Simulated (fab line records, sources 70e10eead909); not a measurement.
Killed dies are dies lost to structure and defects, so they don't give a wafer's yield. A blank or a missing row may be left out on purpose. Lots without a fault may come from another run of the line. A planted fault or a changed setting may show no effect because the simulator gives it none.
Which tool did it? | flow nand_harc | 13 lots, 39 wafers sampled, at 5 steps of a route of 1159

WHAT THE GAUGES READ, wafer by wafer
NHARC_A_CONTACT_CD_MEAS_80.
lot  | measured     | on        | cd_nm (nm)
L406 | day 16 22:54 | cd_sem-01 | 188.0 189.5 187.5
L408 | day 17 10:08 | cd_sem-02 | 189.3 189.9 190.0
L409 | day 17 18:14 | cd_sem-01 | 190.0 191.0 190.3
L410 | day 17 22:59 | cd_sem-03 | 190.2 190.3 190.0
L411 | day 18 12:04 | cd_sem-02 | 189.1 188.8 189.0
L413 | day 19 04:14 | cd_sem-02 | 189.4 189.4 189.3
L423 | day 21 09:54 | cd_sem-01 | 189.6 190.1 190.2
L421 | day 21 14:52 | cd_sem-01 | 189.9 190.2 189.3
L422 | day 21 16:29 | cd_sem-01 | 189.2 188.9 189.6
L424 | day 21 21:23 | cd_sem-01 | 190.9 190.0 190.7
L425 | day 22 00:26 | cd_sem-03 | 189.5 189.4 189.3
L426 | day 22 09:05 | cd_sem-02 | 189.5 189.2 189.2
L428 | day 22 18:41 | cd_sem-03 | 190.6 190.5 190.4

NHARC_END_SORT_01.
lot  | measured     | on        | killed_at_array | killed_at_other | killed_at_periphery | killed_dies | killed_open | killed_short
L423 | day 24 08:58 | prober-02 | 675 676 677     | 1 1 0           | 1 0 0               | 677 677 677 | 3 1 2       | 0 1 2
L421 | day 24 01:06 | prober-01 | 676 674 676     | 0 0 0           | 1 3 1               | 677 677 677 | 1 4 1       | 2 1 1
L422 | day 24 11:25 | prober-01 | 667 674 673     | 4 1 1           | 6 2 3               | 677 677 677 | 2 5 4       | 3 1 4
L425 | day 25 01:14 | prober-02 | 27 32 35        | 0 1 0           | 1 2 2               | 28 35 37    | 2 6 5       | 4 2 1

WHICH TOOL RAN EACH LOT (tool, then ch and the chambers of the sampled wafers, then the start)
lot  | NHARC_A_CONTACT_ETCH_127             | NHARC_A_CONTACT_ETCH_129             | NHARC_A_CONTACT_ETCH_97
L406 | har_cap_etch-03 ch 0,1, day 16 21:17 | har_cap_etch-03 ch 0,1, day 16 21:35 | rie_diel-04 ch 0,1,3, day 16 22:50
L408 | har_cap_etch-01 ch 0,1, day 17 08:32 | har_cap_etch-01 ch 0,1, day 17 08:49 | rie_diel-04 ch 1,2, day 17 10:03
L409 | har_cap_etch-03 ch 0,1, day 17 16:37 | har_cap_etch-03 ch 0,1, day 17 16:54 | rie_diel-07 ch 1,2,3, day 17 18:10
L410 | har_cap_etch-01 ch 0, day 17 21:21   | har_cap_etch-01 ch 0, day 17 21:38   | rie_diel-02 ch 0,2,3, day 17 22:55
L411 | har_cap_etch-03 ch 0,1, day 18 10:26 | har_cap_etch-03 ch 0,1, day 18 10:43 | rie_diel-04 ch 0,1,2, day 18 11:59
L413 | har_cap_etch-02 ch 0,1, day 19 02:35 | har_cap_etch-02 ch 0,1, day 19 02:52 | rie_diel-07 ch 0,2, day 19 04:10
L423 | har_cap_etch-02 ch 0,1, day 21 08:16 | har_cap_etch-02 ch 0,1, day 21 08:33 | rie_diel-04 ch 0,1,3, day 21 09:49
L421 | har_cap_etch-03 ch 0, day 21 12:54   | har_cap_etch-03 ch 0, day 21 13:11   | rie_diel-04 ch 0,3, day 21 14:47
L422 | har_cap_etch-02 ch 0,1, day 21 14:53 | har_cap_etch-02 ch 0,1, day 21 15:10 | rie_diel-04 ch 2,3, day 21 16:24
L424 | har_cap_etch-02 ch 0,1, day 21 19:45 | har_cap_etch-02 ch 0,1, day 21 20:02 | rie_diel-07 ch 1,2, day 21 21:19
L425 | har_cap_etch-03 ch 0,1, day 21 22:49 | har_cap_etch-03 ch 0,1, day 21 23:05 | rie_diel-07 ch 1,3, day 22 00:22
L426 | har_cap_etch-01 ch 0,1, day 22 07:29 | har_cap_etch-01 ch 0,1, day 22 07:46 | rie_diel-07 ch 1,2, day 22 09:00
L428 | har_cap_etch-03 ch 0,1, day 22 17:05 | har_cap_etch-03 ch 0,1, day 22 17:22 | rie_diel-07 ch 0,1, day 22 18:35
- NHARC_A_CONTACT_ETCH_127: etches the open film in C4F8/O2/Ar, time 155 s, target depth 956 nm.
- NHARC_A_CONTACT_ETCH_129: etches the open film in C4F8/O2/Ar, time 155 s, target depth 956 nm.
- NHARC_A_CONTACT_ETCH_97: etches the open film in C4F6/O2, target depth 20 nm, time 10 s.

WHAT THE TOOLS THEMSELVES READ (means of the sampled wafers that have a number; where no wafer has one, the mark that the record gives instead)
NHARC_A_CONTACT_ETCH_97.
lot  | tool        | bias_w (W) | c4f6_flow_sccm (sccm) | drypump_motor_current_A (A) | oes_product_au (a.u.) | rf_fwd_power_W (W) | rf_vpp_V (V) | showerhead_plenum_p_Torr (Torr) | throttle_valve_pct (%)
L406 | rie_diel-04 | 499.9      | 25.06                 | 5.7                         | 0.949                 | 587                | 546.3        | 3.93                            | 26.906
L408 | rie_diel-04 | 499.2      | 24.98                 | 5.7                         | 0.938                 | 586                | 547.3        | 3.94                            | 26.896
L409 | rie_diel-07 | 500.4      | 24.99                 | 6.0                         | 0.953                 | 588                | 548.8        | 3.99                            | 26.911
L410 | rie_diel-02 | 500.3      | 25.01                 | 5.7                         | 0.950                 | 589                | 544.7        | 3.84                            | 26.903
L411 | rie_diel-04 | 500.3      | 25.03                 | 5.4                         | 0.948                 | 587                | 545.1        | 3.84                            | 26.908
L413 | rie_diel-07 | 500.4      | 24.97                 | 5.8                         | 0.950                 | 591                | 548.0        | 3.94                            | 26.891
L423 | rie_diel-04 | 499.6      | 24.99                 | 5.7                         | 0.726                 | 587                | 546.4        | 3.92                            | 26.912
L421 | rie_diel-04 | 499.8      | 25.14                 | 5.4                         | 0.724                 | 586                | 544.3        | 3.82                            | 26.904
L422 | rie_diel-04 | 502.2      | 25.01                 | 6.0                         | 0.710                 | 586                | 545.0        | 3.88                            | 26.906
L424 | rie_diel-07 | 498.6      | 24.98                 | 5.8                         | 0.964                 | 589                | 546.7        | 3.91                            | 26.911
L425 | rie_diel-07 | 499.9      | 25.00                 | 6.0                         | 0.962                 | 584                | 549.2        | 4.03                            | 26.910
L426 | rie_diel-07 | 498.7      | 25.00                 | 5.8                         | 0.960                 | 587                | 546.7        | 3.93                            | 26.902
L428 | rie_diel-07 | 500.6      | 25.00                 | 5.6                         | 0.935                 | 588                | 549.3        | 3.97                            | 26.909

THE ANSWER, worked out from the rows above alone
Rule: what is usual is taken from the lots themselves. Put in order of their means at a reading, lots are off if they are a third of the lots or fewer, leave a main group of 4 or more, and stand apart from it by a gap of 3 or more times the standard deviation of the main group's means; of several such gaps the widest counts. A main group whose means are all the same, to the digits that the tables above print for the reading, isn't used. A lot without any number at a reading at which 4 lots or more have one is off too. The other lots that the step has rows for count as sound. The gauges are gone through in route order, then the tools' own readings, and for those a lot's mean is taken as printed above. The first step at which some lot is off is used, and at that step the reading that is off furthest; a lot without a number counts as furthest.
Off: L423, L421, L422, at NHARC_A_CONTACT_ETCH_97 (oes_product_au). The main group: mean 0.951 a.u., standard deviation 0.009.
A tool fits if, at that step or a process step before it, it ran every lot that is off, and no sound lot after the first of them. One fits: rie_diel-04 at NHARC_A_CONTACT_ETCH_97. Its last sound lot is L411 (day 18 11:59), its first lot that is off L423 (day 21 09:49): a fault that began between those two fits.
The tool's own readings at NHARC_A_CONTACT_ETCH_97 bear it out: on the lots that are off they differ by more than 5 times the standard deviation of the sound lots' means. oes_product_au reads 0.720 a.u. there against 0.951 a.u. on the sound lots.

WHAT THE SIMULATOR HAD PUT IN
Process parameter drift: rie_diel-04, from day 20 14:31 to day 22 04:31, at NHARC_A_CONTACT_ETCH_97. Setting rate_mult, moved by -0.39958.
Lots struck among those shown: L423, L421, L422. The rule above found the same.
